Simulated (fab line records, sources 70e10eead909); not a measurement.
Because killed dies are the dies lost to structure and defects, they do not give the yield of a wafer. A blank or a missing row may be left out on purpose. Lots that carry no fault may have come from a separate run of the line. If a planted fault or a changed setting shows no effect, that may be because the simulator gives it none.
The tool behind it: which one? ; flow nand_harc ; 12 lots with 36 wafers sampled at 5 steps, on a route of 1302 steps

## WHAT THE GAUGES READ, wafer by wafer
NHARC_END_SORT_01. Usual: killed_at_array 55, standard deviation 20; killed_at_other 1.2, standard deviation 1.3; killed_at_periphery 4.0, standard deviation 3; killed_dies 60, standard deviation 21; killed_open 3.2, standard deviation 1.9; killed_short 2.5, standard deviation 1.6.
lot;measured;on;killed_at_array;killed_at_other;killed_at_periphery;killed_dies;killed_open;killed_short;flag
L770;day 27 06:13;prober-02;676 673 668;1 0 5;0 4 4;677 677 677;5 4 1;3 2 5;OFF
L771;day 27 06:42;prober-01;664 674 671;5 0 0;8 3 6;677 677 677;6 1 5;3 2 6;OFF

## EACH LOT AND THE TOOL THAT RAN IT (in order: tool; ch and the chambers of the sampled wafers; start)
lot;NHARC_A_STAIRCASE_ETCH_199;NHARC_A_STAIRCASE_TRIM_202;NHARC_A_STAIRCASE_ETCH_221;NHARC_A_STAIRCASE_ETCH_230
L767;rie_diel-08 ch 0,1,3, day 17 13:07 or earlier;rie_diel-08 ch 0,2,3, day 17 13:07 or earlier;rie_diel-08 ch 0,1,3, day 17 13:07;rie_diel-08 ch 0,2,3, no start
L768;rie_diel-04 ch 1,3, day 18 00:13 or earlier;rie_diel-04 ch 0,1,3, day 18 00:13 or earlier;rie_diel-08 ch 0,1,2, day 18 00:13;rie_diel-13 ch 1,2, no start
L769;rie_diel-04 ch 0,3, day 18 13:34 or earlier;rie_diel-04 ch 1,2, day 18 13:34 or earlier;rie_diel-04 ch 2,3, day 18 13:34;rie_diel-04 ch 1,2, no start
L770;rie_diel-08 ch 1,2, day 19 07:14 or earlier;rie_diel-08 ch 1,2, day 19 07:14 or earlier;rie_diel-08 ch 0,1, day 19 07:14;rie_diel-08 ch 0,1,2, day 27 06:13 or earlier
L771;rie_diel-04 ch 0,1,2, day 19 12:08 or earlier;rie_diel-04 ch 0,2, day 19 12:08 or earlier;rie_diel-08 ch 2,3, day 19 12:08;rie_diel-13 ch 0,1,3, day 27 06:42 or earlier
L772;rie_diel-13 ch 0,1,2, day 20 13:59 or earlier;rie_diel-13 ch 0,1,2, day 20 13:59 or earlier;rie_diel-13 ch 0,1,3, day 20 13:59;rie_diel-13 ch 0,2,3, no start
L780;rie_diel-08 ch 0,1,3, day 22 19:39 or earlier;rie_diel-08 ch 0,1,3, day 22 19:39 or earlier;rie_diel-04 ch 0,2,3, day 22 19:39;rie_diel-04 ch 0,2,3, no start
L781;rie_diel-04 ch 1,2, day 24 04:58 or earlier;rie_diel-04 ch 0,1,2, day 24 04:58 or earlier;rie_diel-04 ch 2,3, day 24 04:58;rie_diel-08 ch 1,2, no start
L782;rie_diel-08 ch 1,2, day 24 07:08 or earlier;rie_diel-08 ch 0,1,2, day 24 07:08 or earlier;rie_diel-13 ch 0,2,3, day 24 07:08;rie_diel-04 ch 0,1,3, no start
L783;rie_diel-08 ch 0,2,3, day 24 13:49 or earlier;rie_diel-08 ch 2,3, day 24 13:49 or earlier;rie_diel-08 ch 0,3, day 24 13:49;rie_diel-08 ch 1,3, no start
L784;rie_diel-08 ch 0,1,2, day 24 21:03 or earlier;rie_diel-08 ch 0,1,2, day 24 21:03 or earlier;rie_diel-08 ch 0,1,2, day 24 21:03;rie_diel-13 ch 0,1,2, no start
L785;rie_diel-13 ch 0,2, day 25 06:02 or earlier;rie_diel-13 ch 1,2, day 25 06:02 or earlier;rie_diel-04 ch 0,2,3, day 25 06:02;rie_diel-04 ch 0,1, no start
- NHARC_A_STAIRCASE_ETCH_199: etches the open film in C4F8/O2, target depth 100 nm, time 40.5 s.
- NHARC_A_STAIRCASE_TRIM_202: chemistry O2, time 211.2 s.
- NHARC_A_STAIRCASE_ETCH_221: etches the open film in C4F8/O2, target depth 100 nm, time 40.5 s.
- NHARC_A_STAIRCASE_ETCH_230: etches the open film in C4F8/O2, target depth 100 nm, time 40.5 s.

## WHAT THE TOOLS THEMSELVES READ (means of the sampled wafers that have a number; where no wafer has one, the mark that the record gives instead)
NHARC_A_STAIRCASE_ETCH_199. Usual: oes_product_au 0.946 a.u., standard deviation 0.015; rf_vpp_V 897 V, standard deviation 5.3; run_length_s 61.9 s, standard deviation 0.49.
lot;tool;oes_product_au (a.u.);rf_vpp_V (V);run_length_s (s);flag
L767;rie_diel-08;0.948;895;61.8;
L768;rie_diel-04;0.948;899;61.9;
L769;rie_diel-04;0.962;895;61.5;
L770;rie_diel-08;0.962;895;62.3;
L771;rie_diel-04;0.941;903;62.1;
L772;rie_diel-13;0.941;897;62.2;
L780;rie_diel-08;0.941;894;61.8;
L781;rie_diel-04;0.945;902;62.2;
L782;rie_diel-08;0.958;895;62.6;
L783;rie_diel-08;0.968;894;62.0;
L784;rie_diel-08;0.952;895;62.0;
L785;rie_diel-13;0.969;893;61.9;

NHARC_A_STAIRCASE_TRIM_202. Usual: drypump_motor_current_A 5.7 A, standard deviation 0.48; oes_product_au 1.000 a.u., standard deviation 0.011; rf_vpp_V 57.9 V, standard deviation 0.88; showerhead_plenum_p_Torr 3.56 Torr, standard deviation 0.14; throttle_valve_pct 17.036 %, standard deviation 0.009.
lot;tool;drypump_motor_current_A (A);oes_product_au (a.u.);rf_vpp_V (V);showerhead_plenum_p_Torr (Torr);throttle_valve_pct (%);flag
L767;rie_diel-08;5.5;1.002;57.8;3.50;17.036;
L768;rie_diel-04;5.8;0.992;57.8;3.59;17.033;
L769;rie_diel-04;5.2;0.996;58.7;3.73;17.039;
L770;rie_diel-08;5.7;0.991;57.0;3.50;17.033;
L771;rie_diel-04;6.1;0.997;58.4;3.69;17.034;
L772;rie_diel-13;5.8;1.005;58.4;3.57;17.036;
L780;rie_diel-08;5.7;1.005;57.4;3.46;17.042;
L781;rie_diel-04;5.7;0.997;58.5;3.69;17.032;
L782;rie_diel-08;5.6;1.007;57.9;3.51;17.034;
L783;rie_diel-08;5.5;1.009;57.4;3.42;17.031;
L784;rie_diel-08;5.6;1.004;58.2;3.51;17.036;
L785;rie_diel-13;5.6;0.991;57.9;3.68;17.032;

NHARC_A_STAIRCASE_ETCH_221. Usual: oes_product_au 0.946 a.u., standard deviation 0.013; rf_vpp_V 897 V, standard deviation 5.6; run_length_s 61.9 s, standard deviation 0.47.
lot;tool;oes_product_au (a.u.);rf_vpp_V (V);run_length_s (s);flag
L767;rie_diel-08;0.946;893;61.5;
L768;rie_diel-08;0.953;895;61.9;
L769;rie_diel-04;0.959;901;62.0;
L770;rie_diel-08;0.953;896;45.0;OFF
L771;rie_diel-08;0.951;895;45.6;OFF
L772;rie_diel-13;0.942;894;61.6;
L780;rie_diel-04;0.956;899;61.6;
L781;rie_diel-04;0.960;896;61.7;
L782;rie_diel-13;0.958;891;61.9;
L783;rie_diel-08;0.944;892;61.5;
L784;rie_diel-08;0.931;895;61.8;
L785;rie_diel-04;0.949;898;61.8;

NHARC_A_STAIRCASE_ETCH_230. Usual: oes_product_au 0.950 a.u., standard deviation 0.016; rf_vpp_V 897 V, standard deviation 5.9; run_length_s 61.9 s, standard deviation 0.49.
lot;tool;oes_product_au (a.u.);rf_vpp_V (V);run_length_s (s);flag
L767;rie_diel-08;0.954;895;61.9;
L768;rie_diel-13;0.978;902;62.0;
L769;rie_diel-04;0.949;904;62.0;
L770;rie_diel-08;0.948;897;62.1;
L771;rie_diel-13;0.958;895;61.8;
L772;rie_diel-13;0.940;891;61.9;
L780;rie_diel-04;0.945;899;61.7;
L781;rie_diel-08;0.965;895;62.4;
L782;rie_diel-04;0.951;897;61.6;
L783;rie_diel-08;0.954;891;61.9;
L784;rie_diel-13;0.977;898;62.2;
L785;rie_diel-04;0.935;899;61.7;

## THE ANSWER, worked out from the rows above alone
Rule: a lot counts as off when the mean over its wafers that have a number is more than 3 standard deviations away from the usual mean. A lot without any number at a reading at which 4 lots or more have one is off too. The other lots that the step has rows for count as sound. Order of review: gauges by route order, followed by the tools' own readings, for which a lot's mean as printed above is used. The first step at which some lot is off is used, and at that step the reading that is off furthest; a lot without a number counts as furthest.
Off: L770, L771, at NHARC_END_SORT_01 (killed_at_array). Neither off nor sound, because the step has no rows for them: L767, L768, L769, L772, L780, L781, L782, L783, L784, L785.
A tool fits if, at a process step before that reading, it ran every lot that is off, and no sound lot after the first of them. Not tried: the gauges at NHARC_END_SORT_01; whatever is off there is also off at NHARC_A_STAIRCASE_ETCH_221, on other tools, and gauge error can't account for it. NHARC_A_STAIRCASE_ETCH_199: start missing for some lots; hours and lot order therefore follow NHARC_A_STAIRCASE_ETCH_221. NHARC_A_STAIRCASE_TRIM_202: start missing for some lots; hours and lot order therefore follow NHARC_A_STAIRCASE_ETCH_221. NHARC_A_STAIRCASE_ETCH_230: start missing for some lots; hours and lot order therefore follow NHARC_END_SORT_01. One candidate fits, namely rie_diel-08 at NHARC_A_STAIRCASE_ETCH_221. It ran no sound lot before its first lot that is off in this sample, so the start can't be narrowed down.

## WHAT HAD BEEN PUT IN BY THE SIMULATOR
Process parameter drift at NHARC_A_STAIRCASE_ETCH_221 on rie_diel-08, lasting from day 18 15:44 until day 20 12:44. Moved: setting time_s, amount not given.
Shown lots that were struck: L770, L771. The rule given above showed the same thing.
